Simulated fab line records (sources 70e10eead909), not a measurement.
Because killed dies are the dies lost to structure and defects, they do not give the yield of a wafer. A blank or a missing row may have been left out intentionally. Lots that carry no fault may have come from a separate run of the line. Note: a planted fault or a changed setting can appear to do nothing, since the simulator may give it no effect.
Which tool is to blame? + flow nand harc + Sampling: 14 lots, 42 wafers, 6 of 1159 route steps

## WHAT THE GAUGES READ, wafer by wafer
NHARC_A_ZERO_WELL_CD_MEAS_10: target cd 2000 nm. Usual: cd nm at 2000.7 nm, with a standard deviation of 1.3.
| lot  | measured     | on        | cd nm (nm)           | flag |
|------|--------------|-----------|----------------------|------|
| L242 | day 6 22:38  | cd sem-03 | 1998.9 1999.1 1997.8 |      |
| L241 | day 7 00:14  | cd sem-01 | 2000.4 2002.2 2002.9 |      |
| L245 | day 7 09:42  | cd sem-03 | 2002.5 2000.6 2002.2 |      |
| L246 | day 7 20:14  | cd sem-01 | 1999.3 1999.6 2000.3 |      |
| L248 | day 8 04:51  | cd sem-02 | 2002.5 2000.6 2000.1 |      |
| L254 | day 9 20:45  | cd sem-02 | 2000.5 2001.9 2000.2 |      |
| L256 | day 10 19:10 | cd sem-03 | 2001.1 2001.0 2000.0 |      |
| L258 | day 10 20:04 | cd sem-02 | 1999.5 1998.8 1998.6 |      |
| L260 | day 11 04:00 | cd sem-02 | 1999.3 2000.0 1999.6 |      |
| L259 | day 11 04:19 | cd sem-03 | 2000.6 2000.4 2001.3 |      |
| L261 | day 11 11:09 | cd sem-03 | 2001.3 2000.1 2001.3 |      |
| L262 | day 11 16:05 | cd sem-02 | 2001.6 2002.8 2001.2 |      |
| L263 | day 12 01:44 | cd sem-01 | 2000.5 2000.2 2001.6 |      |
| L264 | day 12 05:55 | cd sem-01 | 2000.5 1999.7 1999.3 |      |

NHARC_A_ONON_D1_THK_MEAS_02: measures by ellipsometry. Usual: thk nm at 1003 nm, with a standard deviation of 9.6.
| lot  | measured     | on            | thk nm (nm)    | flag |
|------|--------------|---------------|----------------|------|
| L242 | day 7 20:58  | film metro-02 | 1002 1003 1001 |      |
| L241 | day 7 20:58  | film metro-01 | 1012 1012 1013 |      |
| L245 | day 8 11:23  | film metro-02 | 1004 1005 1005 |      |
| L246 | day 8 19:02  | film metro-02 | 996 1561 994   | OFF  |
| L248 | day 9 02:40  | film metro-02 | 1008 1572 1011 | OFF  |
| L254 | day 10 21:11 | film metro-02 | 997 995 995    |      |
| L256 | day 11 17:43 | film metro-01 | 1008 1006 1007 |      |
| L258 | day 11 17:44 | film metro-02 | 996 993 995    |      |
| L260 | day 12 02:04 | film metro-01 | 1012 1011 1012 |      |
| L259 | day 12 02:04 | film metro-02 | 1007 1008 1008 |      |
| L261 | day 12 11:35 | film metro-02 | 1007 1006 1008 |      |
| L262 | day 12 11:48 | film metro-02 | 1003 1002 1004 |      |
| L263 | day 12 23:33 | film metro-02 | 1020 1020 1020 |      |
| L264 | day 13 04:41 | film metro-02 | 995 996 996    |      |

NHARC_END_SORT_01. Usual: killed at array 25, standard deviation 9.8; killed at other 0.8, standard deviation 1.1; killed at periphery 3.3, standard deviation 2.1; killed dies 29, standard deviation 10; killed open 3.3, standard deviation 1.8; killed short 1.9, standard deviation 1.4.
| lot  | measured     | on        | killed at array | killed at other | killed at periphery | killed dies | killed open | killed short | flag |
|------|--------------|-----------|-----------------|-----------------|---------------------|-------------|-------------|--------------|------|
| L246 | day 20 19:42 | prober-01 | 40 670 25       | 2 1 4           | 2 6 5               | 44 677 34   | 3 5 2       | 2 2 2        | OFF  |
| L248 | day 21 05:08 | prober-01 | 20 674 15       | 0 0 1           | 5 3 1               | 25 677 17   | 3 3 3       | 6 0 4        | OFF  |

## WHAT TOOL EACH LOT RAN ON (gives the tool, then ch and the chambers of the sampled wafers, and finally the start)
| lot  | NHARC_P_BONDPAD_DEGAS_25     | NHARC_P_BONDPAD_ANNEAL_28        | NHARC_A_ONON_D1_DEP_00           |
|------|------------------------------|----------------------------------|----------------------------------|
| L242 | pvd sputter-03, day 6 19:41  | rtp anneal-01 ch 0, day 6 20:32  | pecvd onon-04 ch 0, day 7 20:35  |
| L241 | pvd sputter-03, day 6 21:14  | rtp anneal-02 ch 0, day 6 22:11  | pecvd onon-02 ch 0, day 7 20:38  |
| L245 | pvd sputter-01, day 7 06:38  | rtp anneal-02 ch 0, day 7 07:30  | pecvd onon-02 ch 0, day 8 10:56  |
| L246 | pvd sputter-03, day 7 17:12  | rtp anneal-02 ch 0, day 7 17:56  | pecvd onon-04 ch 0, day 8 18:32  |
| L248 | pvd sputter-02, day 8 01:55  | rtp anneal-02 ch 0, day 8 02:44  | pecvd onon-04 ch 0, day 9 02:16  |
| L254 | pvd sputter-03, day 9 17:47  | rtp anneal-02 ch 0, day 9 18:41  | pecvd onon-02 ch 0, day 10 20:51 |
| L256 | pvd sputter-02, day 10 16:14 | rtp anneal-02 ch 0, day 10 16:59 | pecvd onon-01 ch 0, day 11 17:12 |
| L258 | pvd sputter-01, day 10 17:02 | rtp anneal-01 ch 0, day 10 17:49 | pecvd onon-02 ch 0, day 11 17:17 |
| L260 | pvd sputter-01, day 11 01:04 | rtp anneal-01 ch 0, day 11 01:48 | pecvd onon-04 ch 0, day 12 01:34 |
| L259 | pvd sputter-03, day 11 01:12 | rtp anneal-02 ch 0, day 11 02:08 | pecvd onon-02 ch 0, day 12 01:37 |
| L261 | pvd sputter-03, day 11 08:13 | rtp anneal-02 ch 0, day 11 08:56 | pecvd onon-04 ch 0, day 12 11:04 |
| L262 | pvd sputter-03, day 11 13:00 | rtp anneal-02 ch 0, day 11 13:55 | pecvd onon-02 ch 0, day 12 11:21 |
| L263 | pvd sputter-03, day 11 22:56 | rtp anneal-01 ch 0, day 11 23:43 | pecvd onon-04 ch 0, day 12 23:06 |
| L264 | pvd sputter-03, day 12 02:56 | rtp anneal-02 ch 0, day 12 03:42 | pecvd onon-04 ch 0, day 13 04:11 |
- NHARC_P_BONDPAD_DEGAS_25: time 60 s.
- NHARC_P_BONDPAD_ANNEAL_28: time 90 s.
- NHARC_A_ONON_D1_DEP_00: target thk 1000 nm.

## AS READ BY THE TOOLS THEMSELVES (means over the sampled wafers that have a number; for cases with no such wafer, the mark the record gives instead)
NHARC_P_BONDPAD_DEGAS_25. Usual: heater power w at 468 W, with a standard deviation of 57.
| lot  | tool           | heater power w (W) | flag |
|------|----------------|--------------------|------|
| L242 | pvd sputter-03 | 463                |      |
| L241 | pvd sputter-03 | 491                |      |
| L245 | pvd sputter-01 | 493                |      |
| L246 | pvd sputter-03 | 486                |      |
| L248 | pvd sputter-02 | 489                |      |
| L254 | pvd sputter-03 | 413                |      |
| L256 | pvd sputter-02 | 504                |      |
| L258 | pvd sputter-01 | 419                |      |
| L260 | pvd sputter-01 | 480                |      |
| L259 | pvd sputter-03 | 462                |      |
| L261 | pvd sputter-03 | 458                |      |
| L262 | pvd sputter-03 | 497                |      |
| L263 | pvd sputter-03 | 494                |      |
| L264 | pvd sputter-03 | 451                |      |

NHARC_P_BONDPAD_ANNEAL_28. Usual: wafer_temp_C_max at 226.4, with a standard deviation of 0.38.
| lot  | tool          | wafer_temp_C_max | flag |
|------|---------------|------------------|------|
| L242 | rtp anneal-01 | 226.4            |      |
| L241 | rtp anneal-02 | 226.7            |      |
| L245 | rtp anneal-02 | 226.8            |      |
| L246 | rtp anneal-02 | 226.4            |      |
| L248 | rtp anneal-02 | 226.7            |      |
| L254 | rtp anneal-02 | 226.6            |      |
| L256 | rtp anneal-02 | 226.7            |      |
| L258 | rtp anneal-01 | 226.0            |      |
| L260 | rtp anneal-01 | 226.0            |      |
| L259 | rtp anneal-02 | 226.7            |      |
| L261 | rtp anneal-02 | 226.6            |      |
| L262 | rtp anneal-02 | 226.6            |      |
| L263 | rtp anneal-01 | 226.1            |      |
| L264 | rtp anneal-02 | 226.7            |      |

## THE ANSWER, worked out from the rows above alone
Rule: take the mean of a lot's wafers that have a number; if it is more than 3 standard deviations from the usual mean, the lot is off. A lot without any number at a reading at which 4 lots or more have one is off too. Where the step has rows for the other lots, those lots are counted as sound. The gauges are gone through in route order, then the tools' own readings, and for those a lot's mean is taken as printed above. The first step at which some lot is off is used, and at that step the reading that is off furthest; a lot without a number counts as furthest.
Off at NHARC_A_ONON_D1_THK_MEAS_02 (thk nm): L246, L248.
If a tool, at a process step before that reading, ran all the lots that are off and no sound lot after the first of them, it fits. The gauges at NHARC_A_ONON_D1_THK_MEAS_02 aren't tried: what is off there is off at NHARC_END_SORT_01 too, on other tools, and a gauge's error can't cause that. None of those tried fits.

## WHAT THE SIMULATOR HAD INSERTED
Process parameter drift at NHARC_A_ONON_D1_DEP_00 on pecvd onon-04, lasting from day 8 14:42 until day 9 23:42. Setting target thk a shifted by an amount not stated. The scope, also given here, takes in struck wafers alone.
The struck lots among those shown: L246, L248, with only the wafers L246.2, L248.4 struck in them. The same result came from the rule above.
